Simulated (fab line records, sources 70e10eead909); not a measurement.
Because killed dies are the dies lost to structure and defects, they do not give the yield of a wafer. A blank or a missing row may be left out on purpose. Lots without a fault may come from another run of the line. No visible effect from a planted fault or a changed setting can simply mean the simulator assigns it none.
A struck lot beside a sound one | flow nandHarc | 43 steps out of a route of 1159
Sound: wafers L373.1, L373.4, L373.6. The struck wafers were L387.1, L387.2, L387.5. At the end, the cause is stated.
Per side, at each step with rows, come the tool, then ch with its chambers, and then its first start. Under that, the readings that differ: sound wafers | struck wafers | difference of the means | sigmas: that difference in standard deviations of wafers without a fault.
alike: readings with means less than 2 such deviations apart, plus words and numbers identical on both sides. not compared: withheld readings, readings lacking a value on some wafer, bounds such as >300 that could conceal the same value, and numbers that have no deviation in the record and whose values overlap.
Wherever a step has rows on one side only, a row that says differs or no value, or a row with sigmas, the two part there. Numbers that don't overlap but have no deviation are shown without sigmas and don't part them. A reading missing from all wafers of one side parts the sides only when that side holds two or more wafers.

first, 2 steps without rows for these wafers: NHARC_P_STI_SRD_39; NHARC_P_STI_OXIDE_40 (material SiO2, target thk 10 nm, ox time 1362 s).
NHARC_P_STI_INSPECT_25:
  sound on defectInspect-02, day 4 06:45; struck on defectInspect-01, day 7 17:20
  alike: rawDefectCount
then, 9 steps without rows for these wafers: NHARC_P_GATE_ETCH_69 (etches SiO2 in dHF, target depth 14 nm); NHARC_P_GATE_PRECLEAN_70 (cleans in SC1); NHARC_P_GATE_SRD_01; NHARC_P_GATE_OXIDE_02 (material SiO2, target thk 37.5 nm, ox time 365 s); NHARC_P_GATE_DEHYDRATE_03 (time 120 s); NHARC_P_GATE_HMDS_04 (time 30 s); NHARC_P_GATE_COAT_05; NHARC_P_GATE_SOFTBAKE_06 (time 95 s); NHARC_P_GATE_EBR_07.
NHARC_P_GATE_EXPOSE_08: exposes mask P HV.
  sound on krfScanner-03 ch 0, day 4 17:25; struck on krfScanner-02, day 8 01:13
  no value came back on the struck wafers for exposureDoseMJCm2, focusOffsetNm (nm); on the sound wafers exposureDoseMJCm2 reads 16.748 16.739 16.736
  alike: mask
then, 2 steps without rows for these wafers: NHARC_P_GATE_PEB_09 (peb time 85 s); NHARC_P_GATE_DEVELOP_10 (time 70 s).
NHARC_P_GATE_CD_MEAS_11 targets a cd of 1640 nm.
  sound on cdSem-01 ch 0, day 4 17:34; struck on cdSem-03 ch 0, day 8 01:22
reading   | sound                | struck | difference                    | sigmas
cdNm (nm) | 1640.4 1640.7 1640.3 | - - -  | no value on the struck wafers | 
then, 1 step without rows for these wafers: NHARC_P_GATE_HARDBAKE_12 (time 80 s).
NHARC_P_GATE_DESCUM_13: chemistry O2, time 3 s.
  sound on rieDiel-12 ch 0,2, day 4 17:47; struck on rieDiel-01 ch 1,3, day 8 01:32
  alike: chamberPressureMTorr, drypumpMotorCurrentA, oesProductAu, rfVppV, showerheadPlenumPTorr, throttleValvePct
  not compared: rfHoursCounterH
then, 7 steps without rows for these wafers: NHARC_P_GATE_ETCH_14 (etches SiO2 in dHF, target depth 48.8 nm); NHARC_P_GATE_STRIP_15 (strips in SPM, time 780 s); NHARC_P_GATE_PRECLEAN_71 (cleans in SC1); NHARC_P_GATE_SRD_72; NHARC_P_GATE_OXIDE_16 (material SiO2, target thk 3 nm, ox time 392 s); NHARC_P_GATE_CVD_17 (deposits poly-Si, target thk 150 nm, time 900 s); NHARC_P_GATE_HM_DEP_102 (deposits aC, target thk 120 nm).
NHARC_P_GATE_DEP_103: deposits SiON, target thk 30 nm.
  sound on pecvd-01 ch 0,1,2, day 5 07:17; struck on pecvd-02 ch 0,2, day 8 19:59
  alike: heaterPowerW
then, 8 steps without rows for these wafers: NHARC_P_GATE_DEHYDRATE_18 (time 120 s); NHARC_P_GATE_HMDS_19 (time 30 s); NHARC_P_GATE_COAT_20 (resist thk 90 nm); NHARC_P_GATE_SOFTBAKE_21 (time 55 s); NHARC_P_GATE_EBR_22; NHARC_P_GATE_EXPOSE_23 (exposes mask P GATE, target cd 120 nm); NHARC_P_GATE_PEB_24 (peb time 65 s); NHARC_P_GATE_DEVELOP_25 (develop time 35 s).
NHARC_P_GATE_CD_MEAS_26 targets a cd of 120 nm.
  sound on cdSem-03 ch 0, day 5 07:47; struck on cdSem-01 ch 0, day 8 20:33
  alike: cdNm
NHARC_P_GATE_OVL_MEAS_27:
  sound on overlay-02, day 5 07:52; struck on overlay-01, day 8 20:38
reading         | sound          | struck      | difference | sigmas
overlayYNm (nm) | -0.8 -0.8 -0.7 | 1.8 2.1 1.9 | +2.7       | +3
  alike: overlayXNm
NHARC_P_GATE_INSPECT_28:
  sound on defectInspect-01, day 5 07:54; struck on defectInspect-02, day 8 20:40
reading        | sound | struck         | difference | sigmas
rawDefectCount | 7 5 7 | 1085 1136 1027 | +1076      | +99 or more
NHARC_P_GATE_DESCUM_31: chemistry O2, time 3 s.
  sound on rieDiel-12 ch 0,1, day 5 08:04; struck on rieDiel-12 ch 0,2,3, day 8 20:44
  alike: chamberPressureMTorr, drypumpMotorCurrentA, oesProductAu, rfVppV, showerheadPlenumPTorr, throttleValvePct
  not compared: rfHoursCounterH
then, 1 step without rows for these wafers: NHARC_P_GATE_ETCH_104 (etches the open film in CF4/CHF3, target depth 60 nm).
NHARC_P_GATE_HM_OPEN_105: chemistry O2/COS, target depth 360 nm.
  sound: rieDiel-12 ch 0,1,3; struck: rieDiel-12 ch 0,3
  alike: chamberPressureMTorr, drypumpMotorCurrentA, oesProductAu, rfVppV, showerheadPlenumPTorr, throttleValvePct
  not compared: rfHoursCounterH
then, 1 step without rows for these wafers: NHARC_P_GATE_STRIP_106 (strips in O2/COS).
NHARC_P_GATE_ETCH_114: etches the open film in CF4/O2, target depth 30 nm, overetch 3 nm, time 16.5 s.
  sound: rieDiel-12 ch 1,3; struck: rieDiel-12 ch 0,2
  alike: chamberPressureMTorr, drypumpMotorCurrentA, oes_f_703_au, oesProductAu, rfVppV, showerheadPlenumPTorr, throttleValvePct
  not compared: rfHoursCounterH
NHARC_P_GATE_INSPECT_68:
  sound on defectInspect-02, day 6 03:28; struck on defectInspect-02, day 9 15:01
reading        | sound       | struck         | difference | sigmas
rawDefectCount | 135 220 185 | 1361 1489 1258 | +1189      | +15

== WHERE THEY PART ==
At NHARC_P_GATE_EXPOSE_08 first; at NHARC_P_GATE_INSPECT_68 last (within this record only).

WHY: what the simulator had put in
At NHARC_P_GATE_EXPOSE_08, the step was skipped entirely on krfScanner-02 from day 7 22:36 on. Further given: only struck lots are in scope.
